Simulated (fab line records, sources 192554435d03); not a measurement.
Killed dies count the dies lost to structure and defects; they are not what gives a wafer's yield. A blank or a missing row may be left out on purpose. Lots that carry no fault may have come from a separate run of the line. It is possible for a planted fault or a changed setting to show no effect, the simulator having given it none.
fab line records    flow n5-finfet
record: lots: 5  wafers: 13  last-day: 18
route steps=1938 shown SDB@374 DUMMY_REMOVAL@377 HKMG_FIN@385 BEOL_M4@1111 PASSIVATION@1936
lots with no fault: from the same line, run without faults
start-h: start of the lot's first displayed wafer, in hours after the record's first day    wait-h: hours since the lot's step before    " same as the row above    L1.1+2: one row covering several wafers at once    - no value, or no start given    * or withheld: withheld    < > ~ a bound
route shown NAME@n: a module of which the file shows steps, and the number in the route of the first    usual: the fault-free wafers' mean and standard deviation    same: alike in all rows    chamber/n: place in a boat    sites: per-site readings    _std_site: their standard deviation    _edge_site: mean of outer sites minus mean of inner sites    radius-mm: how far each site lies from the wafer's centre    mask NAME#n: copy n    behind: the last tool/chamber to shape the wafer    hold: why the lot went on hold/how many hours it stayed there/how the hold came to an end    device: the n, p or np transistor that did not switch    end of line: the tests these same wafers got at the end of their route    a step given without rows: its recipe and nothing more    killed: dies lost to structure and defects at the first sort, not the wafer's yield    map: the dies of a wafer, with x for killed, . for not killed, _ for no die there
set.NAME: the setting as run; set.NAME@STEP: as run at that earlier step    model.NAME: the simulator's own value behind a step, which no gauge read
a table for each step, a row for each wafer; lots at some steps of the route
services: when a tool's chamber went out of use (start-h, in hours from the record's first day, below 0 if earlier), for how many hours, and the reason
== steps ==
step: N5_SDB_CMP_30
recipe: stop-on: poly-Si  t-overpolish-s: 1.54  post-cmp-clean: alkaline-brush  down-force-psi: 4.1491  platen-rpm: 51.796  pad-velocity-m-s: 1.0306  target-thk-nm: 30
step: N5_DUMMY_REMOVAL_HM_STRIP_01
recipe: chemistry: CH3F/O2  material: SiNx  target-depth-a: 40  stop-on: poly-Si  time-s: 6.8  over-etch-frac: 0.3  ion-energy-ev: 60  power-w: 410  bias-w: 29  Ar_flow_sccm: 150  CH3F_flow_sccm: 30  O2_flow_sccm: 20
step: N5_DUMMY_REMOVAL_STRIP_10
recipe: chemistry: N2/H2  time-s: 40  power-w: 100  temp-c: 40  pressure-mtorr: 100  rf-frequency-hz: 6e+07  bias-power-w: 3  n2-flow-sccm: 300  h2-flow-sccm: 300
step: N5_DUMMY_REMOVAL_PRECLEAN_07
recipe: chemistry: dHF  time-s: 30  temp-c: 25  dilution: withheld
step: N5_DUMMY_REMOVAL_DUMMY_REMOVE_02
recipe: chemistry: TMAH  temp-c: 70  target: poly-Si  stop-on: SiO2  target-depth-nm: 142  conc-wt-pct: 5  time-s: 57  dry: ipa-marangoni  rinse-time-s: 30  rinse-temp-c: 23
step: N5_DUMMY_REMOVAL_PRECLEAN_08
recipe: chemistry: NF3:NH3  afs-cycles: 2  temp-c: 30  time-s: 20  sublimation-temp-c: 180  sublimation-time-s: 60  pressure-torr: 3  rf-power-w: 30
step: N5_DUMMY_REMOVAL_PRECLEAN_04
recipe: chemistry: DHF  time-s: 37  temp-c: 25  dilution: 500:1
step: N5_DUMMY_REMOVAL_SRD_05
recipe: dry: ipa-marangoni  do-ppb: 5  time-s: 30  temp-c: 23  rinse-liquid: diw
step: N5_HKMG_FIN_IL_REGROW_00
recipe: material: SiO2  target-thk-a: 7.5  chemistry: O3  temp-c: withheld  time-s: 30
step: N5_HKMG_FIN_HK_ALD_01
recipe: material: HfO2  target-thk-a: 16  temp-c: withheld  ald-precursor-family: HfCl4  ald-co-reactant: H2O  pulse-time-s: 3  purge-time-s: 3  co-reactant-purge-time-s: 2.5  co-reactant-pulse-time-s: 0.3  ald-cycles: 30
usual: ald-cycles: 30/0  precursor-pulse-height-rel: 1.001/0.021
lot.wafer  tool       chamber  start-h  wait-h  ald-cycles  precursor-pulse-height-rel  model.HfO2_of_HKMG_FIN_HK_ALD_01.thk-nm
L528.2     ald-hk-02  2        102.62   0.0     30          0.997                       1.6
L528.4     "          3        "        "       30          1.002                       1.6
L528.6     "          0        "        "       30          0.998                       1.6
L529.3     ald-hk-02  1        106.36   0.0     30          0.971                       1.6
L529.5     "          1        "        "       30          0.977                       1.6
L529.6     "          0        "        "       14          0.974                       0.8
L533.2     ald-hk-02  3        131.83   0.0     14          1.028                       0.8
L533.6     "          2        "        "       14          0.985                       0.8
L534.1     ald-hk-02  3        139.95   0.0     30          1.018                       1.6
L534.6     "          2        "        "       14          0.980                       0.8
L546.2     ald-hk-01  0        208.19   0.0     30          0.967                       1.6
L546.3     "          3        "        "       30          1.035                       1.6
L546.6     "          1        "        "       30          0.995                       1.6
step: N5_HKMG_FIN_HK_ANNEAL_02
recipe: temp-c: 700  time-s: 30  ambient: N2  idle-temp-c: 600  ramp-up-c-per-s: 150  ramp-down-c-per-s: 60  cool-to-c: 600
step: N5_HKMG_FIN_ALD_74
recipe: material: La2O3  target-thk-a: 5  temp-c: 250  ald-precursor-family: La-Cp  ald-co-reactant: O3  pulse-time-s: 6  co-reactant-pulse-time-s: 1  purge-time-s: 3  co-reactant-purge-time-s: 3
step: N5_HKMG_FIN_ALD_75
recipe: material: Al2O3  target-thk-a: 10  temp-c: 150  ald-precursor-family: TMA  ald-co-reactant: H2O  pulse-time-s: withheld  co-reactant-pulse-time-s: 1
step: N5_HKMG_FIN_COAT_41
recipe: resist: SOC  temp-c: 250  time-s: 60  spin-rpm: 1500  resist-thk-nm: 300
step: N5_HKMG_FIN_COAT_42
recipe: resist: SiARC  temp-c: 220  time-s: 60  spin-rpm: 1500  resist-thk-nm: 35
step: N5_HKMG_FIN_COAT_43
recipe: resist: CAR-ArF  spin-rpm: 1500  resist-thk-nm: 90
step: N5_HKMG_FIN_EBR_45
recipe: solvent: PGMEA  ebr-width-mm: 1.5
step: N5_HKMG_FIN_SOFTBAKE_44
recipe: temp-c: 110  time-s: 60  resist: CAR-ArF
step: N5_HKMG_FIN_EXPOSE_46
recipe: mask-id: NDIPOLE  na: 1.35  source-shape: conventional  sigma-outer: 0.8  polarization: unpolarized  dose-mj: 40
step: N5_HKMG_FIN_PEB_47
recipe: peb-temp-c: withheld  peb-time-s: 60  resist: CAR-ArF
step: N5_HKMG_FIN_DEVELOP_48
recipe: develop-time-s: 30  developer: TMAH  resist: CAR-ArF  rinse-liquid: diw  dry: air-spin  dev-temp-c: 23
step: N5_HKMG_FIN_DESCUM_53
recipe: chemistry: O2  time-s: 7.9  source-power-w: 50  bias-power-w: 20  pressure-mtorr: 20  rf-frequency-hz: 2.712e+07  temp-c: 40  resist: CAR-ArF  o2-flow-sccm: 225
step: N5_HKMG_FIN_ETCH_54
recipe: chemistry: CF4  target: SiARC  target-depth-a: 455  mask-material: CAR-ArF  time-s: 75.8  ion-energy-ev: 80  pressure-mtorr: 40  source-w: 545  bias-w: 36  Ar_flow_sccm: 100  cf4-flow-sccm: 100  ends: cleared
step: N5_HKMG_FIN_ETCH_55
recipe: chemistry: N2/H2  target: SOC  target-depth-a: 2400  temp-c: 40  time-s: 300  ion-energy-ev: 200  mask-material: SiARC  pressure-mtorr: 30  source-w: 840  bias-w: 150  n2-flow-sccm: 200  h2-flow-sccm: 200
step: N5_HKMG_FIN_STRIP_56
recipe: chemistry: N2/H2  temp-c: 40  n2-flow-sccm: 200  h2-flow-sccm: 200  rf-frequency-hz: 6e+07
step: N5_HKMG_FIN_STRIP_57
recipe: chemistry: CF4  resist: SiARC  power-w: 300  bias-power-w: 75  pressure-mtorr: 50  cf4-flow-sccm: 150  rf-frequency-hz: 6e+07
step: N5_HKMG_FIN_ETCH_58
recipe: chemistry: N2/H2  target: SOC  target-depth-a: 2158  ion-energy-ev: 50  bias-w: 13  time-s: 741  pressure-mtorr: 30  source-w: 875  n2-flow-sccm: 200  h2-flow-sccm: 200
step: N5_HKMG_FIN_STRIP_93
recipe: chemistry: N2/H2  material: SOC  time-s: 20  power-w: 500  temp-c: 40  pressure-mtorr: 50  rf-frequency-hz: 6e+07  bias-power-w: 8  h2-frac: 0.5  n2-flow-sccm: 300  h2-flow-sccm: 300
step: N5_HKMG_FIN_WET_ETCH_76
recipe: chemistry: dNH4OH  mix: 1:50  temp-c: 25  target: Al2O3  stop-on: La2O3  target-depth-nm: 2.25  dry: ipa-marangoni  rinse-time-s: 30  rinse-temp-c: 23
step: N5_HKMG_FIN_STRIP_60
recipe: chemistry: N2/H2  power-w: 2500  temp-c: 300  h2-frac: 0.65  time-s: 360  pressure-mtorr: withheld  n2-flow-sccm: 1750  h2-flow-sccm: 3250
step: N5_HKMG_FIN_WET_ETCH_77
recipe: chemistry: dHCl  mix: 1:10000  temp-c: 25  target: La2O3  stop-on: HfO2  target-depth-nm: 2
step: N5_HKMG_FIN_WET_ETCH_78
recipe: chemistry: dNH4OH  mix: 1:50  temp-c: 25  target: Al2O3  stop-on: La2O3  target-depth-nm: 4.5  dry: ipa-marangoni  rinse-time-s: 30  rinse-temp-c: 23
step: N5_HKMG_FIN_ALD_79
recipe: material: TiN  target-thk-a: 15  temp-c: 400  ald-precursor-family: TiCl4  ald-co-reactant: NH3  pulse-time-s: 1  purge-time-s: 3  co-reactant-purge-time-s: 2  co-reactant-pulse-time-s: 2  ald-cycles: 68  pressure-torr: 3
step: N5_HKMG_FIN_CVD_62
recipe: material: a-Si  target-thk-a: 30  temp-c: 500  precursor: Si2H6  pressure-torr: 1  time-s: 20.8
step: N5_HKMG_FIN_RTA_80
recipe: temp-c: withheld  time-s: 2  ambient: N2  idle-temp-c: 600  ramp-up-c-per-s: 150  ramp-down-c-per-s: 60  cool-to-c: 600
step: N5_HKMG_FIN_PRECLEAN_64
recipe: chemistry: dHF  time-s: 30  temp-c: 25  dilution: withheld
step: N5_HKMG_FIN_THK_MEAS_70
recipe: thk-meas-gauge: xrf  reads: HfO2_of_HKMG_FIN_HK_ALD_01
usual: HK_THK: 1.601/0.019
lot.wafer  tool           chamber  start-h  wait-h  HK_THK[nm]
L528.2     film-metro-01  -        106.18   0.2     1.601
L528.4     "              -        "        "       1.609
L528.6     "              -        "        "       1.608
L529.3     film-metro-02  -        110.08   0.2     1.603
L529.5     "              -        "        "       1.608
L529.6     "              -        "        "       0.746
L533.2     film-metro-02  -        135.39   0.2     0.750
L533.6     "              -        "        "       0.750
L534.1     film-metro-02  -        143.89   0.2     1.599
L534.6     "              -        "        "       0.753
L546.2     film-metro-01  -        211.93   0.2     1.598
L546.3     "              -        "        "       1.578
L546.6     "              -        "        "       1.598
step: N5_BEOL_M4_RC_MEAS_101
usual: DIBL_N: 36.2/1.7  DIBL_P: 36.2/2.2  EOT_N: 10.54/0.092  EOT_P: 10.50/0.095  IGATE_N: 0.0120/0.0018  IGATE_P: 0.0036/0.00054  IOFF_N: 0.16/0.035  IOFF_P: 0.21/0.042  ION_N: 673/13  ION_P: 462/7.9  SS_N: 71.4/0.59  SS_P: 73.2/0.7  VT_N: 250/3.6  VT_P: -251/3.5
lot.wafer  tool       chamber  start-h  wait-h  DIBL_N[mV/V]  DIBL_P[mV/V]  EOT_N  EOT_P  IGATE_N[nA/um]  IGATE_P[nA/um]  IOFF_N[nA/um]  IOFF_P[nA/um]  ION_N[uA/um]  ION_P[uA/um]  SS_N[mV/dec]  SS_P[mV/dec]  VT_N[mV]  VT_P[mV]
L528.2     prober-01  0        188.80   0.2     39.6          38.3          10.53  10.37  0.0134          0.0040          0.23           0.27           694           476           72.3          74.5          244       -246
L528.4     "          0        "        "       35.0          34.4          10.77  10.49  0.0093          0.0028          0.12           0.20           647           460           71.2          72.3          253       -250
L528.6     "          0        "        "       39.2          39.1          10.62  10.56  0.0121          0.0037          0.21           0.30           688           468           72.3          74.3          246       -245
L529.3     prober-01  0        196.63   0.3     35.3          36.4          10.55  10.54  0.0108          0.0033          0.14           0.18           661           445           71.4          72.7          250       -253
L529.5     "          0        "        "       35.8          37.2          10.63  10.48  0.0121          0.0037          0.17           0.19           664           454           71.8          73.8          250       -253
L529.6     "          0        "        "       31.2          31.9          8.88   8.87   3.7866          1.1631          0.10           0.14           685           468           70.7          72.8          252       -256
L533.2     prober-01  0        237.76   0.2     36.3          35.8          8.92   8.84   4.1079          1.2566          0.16           0.19           705           479           71.8          72.5          248       -256
L533.6     "          0        "        "       33.8          32.2          8.77   8.80   4.8810          1.4769          0.12           0.15           696           477           71.7          72.2          251       -254
L534.1     prober-01  0        240.13   0.0     35.8          35.0          10.52  10.51  0.0115          0.0034          0.14           0.20           668           462           71.3          72.7          250       -251
L534.6     "          0        "        "       30.1          28.3          8.89   8.76   4.4597          1.2943          0.08           0.12           692           471           70.1          72.1          259       -257
L546.2     prober-01  0        305.94   0.2     34.3          34.9          10.47  10.51  0.0114          0.0034          0.13           0.15           668           447           70.6          72.8          256       -258
L546.3     "          0        "        "       37.6          38.2          10.51  10.44  0.0132          0.0039          0.20           0.19           685           456           72.2          74.1          248       -254
L546.6     "          0        "        "       36.9          38.7          10.54  10.50  0.0118          0.0035          0.19           0.20           686           454           72.1          73.7          247       -256
step: N5_PASSIVATION_PROBE_49
usual: defect-limited-yield: 91.4/1.4  killed_at_M0_to_M3: 31/10  killed_at_M4_up: 14/5.6  killed-at-contacts: 13/6.3  killed-at-front-end: 39/10  killed-at-other: 4/3.1  killed-dies: 101/16  killed-on-rim: 13/3.9  killed-open: 65/13  killed-short: 34/7.2  sort_bin_4_leakage: 0.00/0.007  sort_bin_5_function: 5.1/0.88  sort_bin_6_memory: 3.2/0.66  sort-n-pass: 1079/16  sort-yield-pct: 91.4/1.4
same: gross-dies: 1180  killed-at-back-side: 0  sort_bin_8_speed[%]: 0
lot.wafer  tool       chamber  start-h  wait-h  defect-limited-yield[%]  killed_at_M0_to_M3  killed_at_M4_up  killed-at-contacts  killed-at-front-end  killed-at-other  killed-dies  killed-on-rim  killed-open  killed-short  sort_bin_4_leakage[%]  sort_bin_5_function[%]  sort_bin_6_memory[%]  sort-n-pass  sort-yield-pct[%]
L528.2     prober-02  -        294.46   0.1     91.9                     36                  12               8                   30                   9                95           8              55           40            0                      5.0                     2.9                   1085         91.9
L528.4     prober-02  -        294.56   0.2     89.8                     48                  8                22                  30                   12               120          15             75           45            0                      5.6                     4.0                   1060         89.8
L528.6     prober-02  -        294.66   0.3     91.0                     33                  11               20                  37                   5                106          14             72           34            0                      4.8                     4.0                   1074         91.0
L529.3     prober-01  -        294.90   0.1     93.5                     30                  11               4                   27                   5                77           6              46           31            0                      3.7                     2.7                   1103         93.5
L529.5     prober-01  -        295.00   0.2     93.1                     18                  9                10                  40                   5                82           10             48           34            0                      4.2                     2.5                   1098         93.1
L529.6     prober-01  -        295.05   0.3     93.3                     21                  12               9                   35                   2                79           8              54           25            93.31                  4.5                     2.1                   0            0
L534.1     prober-01  -        340.80   0.0     91.2                     43                  5                7                   49                   0                104          18             67           35            0                      5.8                     2.7                   1076         91.2
L534.6     prober-01  -        341.05   0.3     87.8                     52                  17               17                  57                   1                144          14             99           44            87.80                  7.3                     4.2                   0            0
L533.2     prober-01  -        345.01   0.1     91.0                     27                  25               6                   47                   1                106          13             79           27            91.02                  5.5                     3.4                   0            0
L533.6     prober-01  -        345.21   0.3     92.8                     28                  20               11                  26                   0                85           14             57           28            92.80                  4.7                     2.3                   0            0
L546.2     prober-02  -        436.42   0.1     93.0                     28                  11               8                   34                   2                83           14             57           26            0                      4.5                     2.4                   1097         93.0
L546.3     prober-02  -        436.47   0.1     91.9                     34                  8                11                  41                   2                96           10             67           29            0                      4.4                     3.5                   1084         91.9
L546.6     prober-02  -        436.62   0.3     91.7                     33                  5                9                   51                   0                98           15             63           35            0                      5.2                     2.6                   1082         91.7
killed by level:class
L528.2 BEOL_M0_SAQP:geometric-particle:short=16 BEOL_M0_SAQP:geometric-particle:open=9 FIN_SAQP:geometric-particle:open=8 STI_FIN_REVEAL:geometric-particle:open=6 MOL_CONTACT_COAG:geometric-particle:open=6 BEOL_M1:geometric-particle:open=4 FIN_SAQP:geometric-particle:short=3 GATE_CUT:geometric-particle:open=3
L528.4 MOL_CONTACT_COAG:geometric-particle:open=17 BEOL_M0_SAQP:geometric-particle:short=13 BEOL_M0_SAQP:geometric-particle:open=11 BEOL_M3:geometric-particle:open=9 FIN_SAQP:geometric-particle:short=7 BEOL_M1:geometric-particle:open=7 STI_FIN_REVEAL:geometric-particle:open=6 MOL_CONTACT_COAG:geometric-particle:short=5
L528.6 MOL_CONTACT_COAG:geometric-particle:open=17 FIN_SAQP:geometric-particle:open=13 BEOL_M0_SAQP:geometric-particle:short=8 BEOL_M3:geometric-particle:open=7 BEOL_M1:geometric-particle:open=7 FIN_SAQP:geometric-particle:short=5 STI_FIN_REVEAL:geometric-particle:open=5 GATE_CUT:geometric-particle:short=4
L529.3 BEOL_M3:geometric-particle:open=11 FIN_SAQP:geometric-particle:short=9 BEOL_M0_SAQP:geometric-particle:open=8 BEOL_M8:geometric-particle:open=4 STI_FIN_REVEAL:geometric-particle:open=4 BEOL_M0_SAQP:geometric-particle:short=4 STARTING-WAFER:geometric-particle:short=3 DUMMY_GATE:geometric-particle:open=2
L529.5 FIN_SAQP:geometric-particle:short=14 FIN_SAQP:geometric-particle:open=13 MOL_CONTACT_COAG:geometric-particle:open=8 BEOL_M0_SAQP:geometric-particle:short=8 BEOL_M0_SAQP:geometric-particle:open=5 BEOL_M4:geometric-particle:open=4 STI_FIN_REVEAL:geometric-particle:open=3 STARTING-WAFER:geometric-particle:short=3
L529.6 FIN_SAQP:geometric-particle:open=10 GATE_CUT:geometric-particle:short=8 MOL_CONTACT_COAG:geometric-particle:open=8 BEOL_M0_SAQP:geometric-particle:short=6 BEOL_M0_SAQP:geometric-particle:open=5 FIN_SAQP:geometric-particle:short=4 BEOL_M5:geometric-particle:open=4 BEOL_M2:geometric-particle:open=4
L534.1 FIN_SAQP:geometric-particle:open=13 BEOL_M0_SAQP:geometric-particle:open=13 FIN_SAQP:geometric-particle:short=9 BEOL_M3:geometric-particle:open=8 BEOL_M0_SAQP:geometric-particle:short=8 BEOL_M2:geometric-particle:open=7 GATE_CUT:geometric-particle:short=5 ILD0:geometric-particle:open=4
L534.6 FIN_SAQP:geometric-particle:open=15 BEOL_M1:geometric-particle:open=14 STI_FIN_REVEAL:geometric-particle:open=12 MOL_CONTACT_COAG:geometric-particle:open=11 BEOL_M2:geometric-particle:open=9 BEOL_M4:geometric-particle:open=9 BEOL_M3:geometric-particle:open=8 FIN_SAQP:geometric-particle:short=7
L533.2 FIN_SAQP:geometric-particle:open=22 BEOL_M4:geometric-particle:open=15 FIN_SAQP:geometric-particle:short=8 BEOL_M0_SAQP:geometric-particle:open=7 MOL_CONTACT_COAG:geometric-particle:open=6 STI_FIN_REVEAL:geometric-particle:open=6 BEOL_M2:geometric-particle:open=6 BEOL_M0_SAQP:geometric-particle:short=6
L533.6 BEOL_M4:geometric-particle:open=11 MOL_CONTACT_COAG:geometric-particle:open=8 BEOL_M0_SAQP:geometric-particle:short=8 STI_FIN_REVEAL:geometric-particle:open=7 DUMMY_GATE:geometric-particle:open=4 BEOL_M0_SAQP:geometric-particle:open=4 BEOL_M1:geometric-particle:open=4 BEOL_M3:geometric-particle:open=4
L546.2 BEOL_M3:geometric-particle:open=11 FIN_SAQP:geometric-particle:open=7 BEOL_M4:geometric-particle:open=7 FIN_SAQP:geometric-particle:short=6 MOL_CONTACT_COAG:geometric-particle:open=5 STARTING-WAFER:geometric-particle:open=5 STI_FIN_REVEAL:geometric-particle:open=4 BEOL_M0_SAQP:geometric-particle:open=4
L546.3 FIN_SAQP:geometric-particle:open=11 BEOL_M3:geometric-particle:open=11 MOL_CONTACT_COAG:geometric-particle:open=10 FIN_SAQP:geometric-particle:short=9 STARTING-WAFER:geometric-particle:open=7 BEOL_M0_SAQP:geometric-particle:open=5 BEOL_M0:geometric-particle:open=5 ILD0:geometric-particle:short=4
L546.6 STI_FIN_REVEAL:geometric-particle:open=10 FIN_SAQP:geometric-particle:open=9 MOL_CONTACT_COAG:geometric-particle:open=8 FIN_SAQP:geometric-particle:short=7 BEOL_M1:geometric-particle:open=7 BEOL_M3:geometric-particle:open=6 BEOL_M0_SAQP:geometric-particle:open=5 BEOL_M0_SAQP:geometric-particle:short=5
map L529.5 (x killed, . not)
_________________......x.....________________
______________.....x............_____________
___________.......x...x............__________
__________..........x.....x........._________
________.x.x.........................._______
_______..........x.......x.x...........______
______....x..x..x......................._____
_____............x.x......x.....x........____
____............................x.........___
___...............x.x......................__
___x...x....x..............x...............__
__.....................xxxx................._
__.x........x.........xx.......x............_
_...................x...x................x...
_..................x......x.........x........
_.....................x......................
_.....x............x...............x..x......
_.....x........x..........x...............x.x
_........x............x......................
_...........x.......xx.......................
_...x..........................xx............
__..............x..............x............_
__................................x........._
___..x........x................x...........__
___.xx.......x.........x......x....x.......__
____..................x...................___
_____....................................____
______x............x...................._____
_______....x.................x.........______
________.......................x......_______
__________.........................._________
___________x...............x.....x.__________
______________....x............._____________
_________________....x.x.....________________
map L533.2 (x killed, . not)
_________________...x....x...________________
______________......xx..x.....x._____________
___________x......x..x.............__________
__________.......................x.._________
________.............................._______
_______x........x................x.....______
______..x...xx............x.x..x........_____
_____...x......xx........................____
____..........x..xx......x................___
___.........................x...x..........__
___......x....................x.x.....x.x..__
__.....x.............x................x...x._
__...x.............x....................x..._
_....x................x...............x......
_..............x.....x.......x.......x....x.x
_................x......................x....
_.....x.x.x...x.......x.....x.x..............
_....x...x...................................
_.....x...................x.x................
_............x............x..................
_.........x......x.x........x...........xxx.x
__....................x....................._
__.x......................x.x.x.x.x........._
___.....x.........x.....x...x..x...........__
___......................x.....x...........__
____.....x..............x.................___
_____....................................____
______.........................x..x....._____
_______.....xx.x.......x...............______
________..x.................x........._______
__________..................x......x_________
___________......xx........x..x....__________
______________........x......x.._____________
_________________....x.......________________
== services ==
tool       chamber  start-h  hours  kind
ald-hk-01  -        169.19   0.2    repair
== key ==
first-sign: step: N5_HKMG_FIN_HK_ALD_01  reading: ald-cycles  direction: down  sigmas: 99+  usual: *  struck: *
effect: step: N5_HKMG_FIN_THK_MEAS_70  reading: HK_THK  direction: down  sigmas: 44  usual: 1.601  struck: 0.750
effect: step: N5_BEOL_M4_RC_MEAS_101  reading: IGATE_N  direction: up  sigmas: 99+  usual: 0.0120  struck: 4.3088
effect: step: N5_BEOL_M4_RC_MEAS_101  reading: IGATE_P  direction: up  sigmas: 99+  usual: 0.0036  struck: 1.2977
effect: step: N5_BEOL_M4_RC_MEAS_101  reading: EOT_N  direction: down  sigmas: 18  usual: 10.54  struck: 8.86
effect: step: N5_BEOL_M4_RC_MEAS_101  reading: EOT_P  direction: down  sigmas: 18  usual: 10.50  struck: 8.81
effect: step: N5_BEOL_M4_RC_MEAS_101  reading: DIBL_N  direction: down  sigmas: 1.9  usual: 36.2  struck: 32.9
effect: step: N5_BEOL_M4_RC_MEAS_101  reading: DIBL_P  direction: down  sigmas: 1.9  usual: 36.2  struck: 32.0  wafers-moved: 1
effect: step: N5_PASSIVATION_PROBE_49  reading: sort_bin_4_leakage  direction: up  sigmas: 99+  usual: 0.00  struck: 91.23
model-effect: step: N5_HKMG_FIN_HK_ALD_01  value: HfO2_of_HKMG_FIN_HK_ALD_01.thk-nm  without: 1.6  struck: 0.8
met-at N5_HKMG_FIN_HK_ALD_01
struck-wafers L529.6,L533.2,L533.6,L534.6
onset-between 102.62 106.36
fault: kind: process-parameter-drift  tool: ald-hk-02  chamber: -  onset-h: 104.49  steps: N5_HKMG_FIN_HK_ALD_01  channel: ald-cycles  offset: *  shape: step  end-h: 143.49  scope: struck-wafers-only  acts-in: *  stated: *
